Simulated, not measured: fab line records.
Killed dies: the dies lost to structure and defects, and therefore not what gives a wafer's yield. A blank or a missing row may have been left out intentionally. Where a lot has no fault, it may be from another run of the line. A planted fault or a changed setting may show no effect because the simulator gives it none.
A lot that was struck, set against a sound lot :: flow n5 finfet :: 15 out of 1938 route steps
Sound: wafers L612.2, L612.4, L612.6. Struck: wafer L624.6. (L624.2, L624.3 of the same lot were not struck and are left out.) The cause comes at the end.
For every step that has rows: the tool of each side, followed by ch and its chambers, followed by its first start. Under that, the readings that differ: sound wafers :: struck wafers :: difference of the means :: sigmas: that difference in standard deviations of wafers without a fault.
alike: words and numbers the same on both sides, and readings whose means are apart by under 2 such deviations; not compared: readings that were withheld, readings missing a value for some wafer, numbers with overlapping values and no deviation given by the record, and bounds like >300 which may hide the same value.
Wherever a step has rows on one side only, a row that says differs or no value, or a row with sigmas, the two part there. Numbers that have no deviation but don't overlap get no sigmas and don't part them. Lack of a reading on every wafer of one side parts them only where that side has two or more wafers.

N5_GATE_CUT_OVL_MEAS_14:
  sound on overlay-01 ch 0, day 5 01:32; struck on overlay-01 ch 0, day 8 03:28
  alike: GATE_CUT_OVL
N5_GATE_CUT_INSPECT_15: inspects for defects (brightfield).
  sound on defect inspect-01 at day 5 01:35; struck on defect inspect-02 at day 8 03:32
  alike: raw defect count
N5_GATE_CUT_DESCUM_18: chemistry O2, time 7 s.
  sound on rie diel-06 ch 0,3, day 5 01:41; struck on rie diel-02 ch 1, day 8 03:34
  alike: drypump motor current A, oes product au, rf vpp V, showerhead plenum p Torr, throttle valve pct
  not compared: rf hours counter h
then, 6 steps without rows for these wafers: N5_GATE_CUT_ETCH_28 (etches underlayer in N2/H2, target depth 13 nm, time 10.4 s); N5_GATE_CUT_ETCH_36 (etches SiARC in CF4, target depth 13 nm, time 21.7 s); N5_GATE_CUT_ETCH_37 (etches SOC in N2/H2, target depth 60 nm, overetch 12 nm, time 90 s); N5_GATE_CUT_STRIP_38 (strips in N2/H2); N5_GATE_CUT_STRIP_39 (strips in N2/H2); N5_GATE_CUT_HM_OPEN_40 (chemistry C4F6/O2, target SiO2, target depth 139 nm, time 85.1 s).
N5_GATE_CUT_STRIP_41: strips in CF4.
  sound on rie diel-06 ch 0,3, day 5 01:55; struck on rie diel-02 ch 1, day 8 03:47
  alike: drypump motor current A, oes product au, rf vpp V, showerhead plenum p Torr, throttle valve pct
  not compared: rf hours counter h
N5_GATE_CUT_STRIP_42: strips in O2.
  sound on rie diel-06 ch 0,3, day 5 01:56; struck on rie diel-02 ch 1, day 8 03:48
reading: oes product au (a.u.)
sound: 0.91 0.67 0.91
struck: 1.01
difference: +0.18
sigmas: +2
  alike: drypump motor current A, rf vpp V, showerhead plenum p Torr, throttle valve pct
  not compared: rf hours counter h
N5_GATE_CUT_ETCH_19: etches SiNx in CH3F/O2, target depth 53.7 nm, time 76.7 s.
  sound on rie diel-06 ch 0,3, day 5 01:58; struck on rie diel-02 ch 1, day 8 03:50
  alike: drypump motor current A, etch rf on time s, oes product au, rf vpp V, showerhead plenum p Torr, throttle valve pct
  not compared: rf hours counter h
N5_GATE_CUT_CUT_ETCH_53: etches W in SF6/Cl2, target depth 79.2 nm.
  sound on rie metal-03 ch 0, day 5 02:05; struck on rie metal-03 ch 1, day 8 03:58
reading: etch rf on time s (s)
sound: 25.8 25.9 25.8
struck: 31.0
difference: +5.2
sigmas: +15

reading: throttle valve pct (%)
sound: 29.01 29.00 29.01
struck: 28.68
difference: -0.33
sigmas: -2
  alike: SF6_flow_sccm, drypump motor current A, mfc cl2 sccm, oes product au
  not compared: rf hours counter h
N5_GATE_CUT_CUT_ETCH_54: etches TiN in Cl2/BCl3, target depth 96.7 nm.
  sound on rie metal-03 ch 0, day 5 02:08; struck on rie metal-03 ch 1, day 8 04:01
reading: etch rf on time s (s)
sound: 36.2 36.1 35.9
struck: 37.2
difference: +1.1
sigmas: +2
  alike: drypump motor current A, mfc cl2 sccm, oes product au, throttle valve pct
  not compared: rf hours counter h
N5_PASSIVATION_PROBE_49:
  rows exist in the record for the sound wafers here (prober-01, day 12 14:36), none for the struck ones

WHERE THEY PART
Earliest at N5_GATE_CUT_STRIP_42; latest, in this record, at N5_PASSIVATION_PROBE_49.

WHY: whatever the simulator had introduced
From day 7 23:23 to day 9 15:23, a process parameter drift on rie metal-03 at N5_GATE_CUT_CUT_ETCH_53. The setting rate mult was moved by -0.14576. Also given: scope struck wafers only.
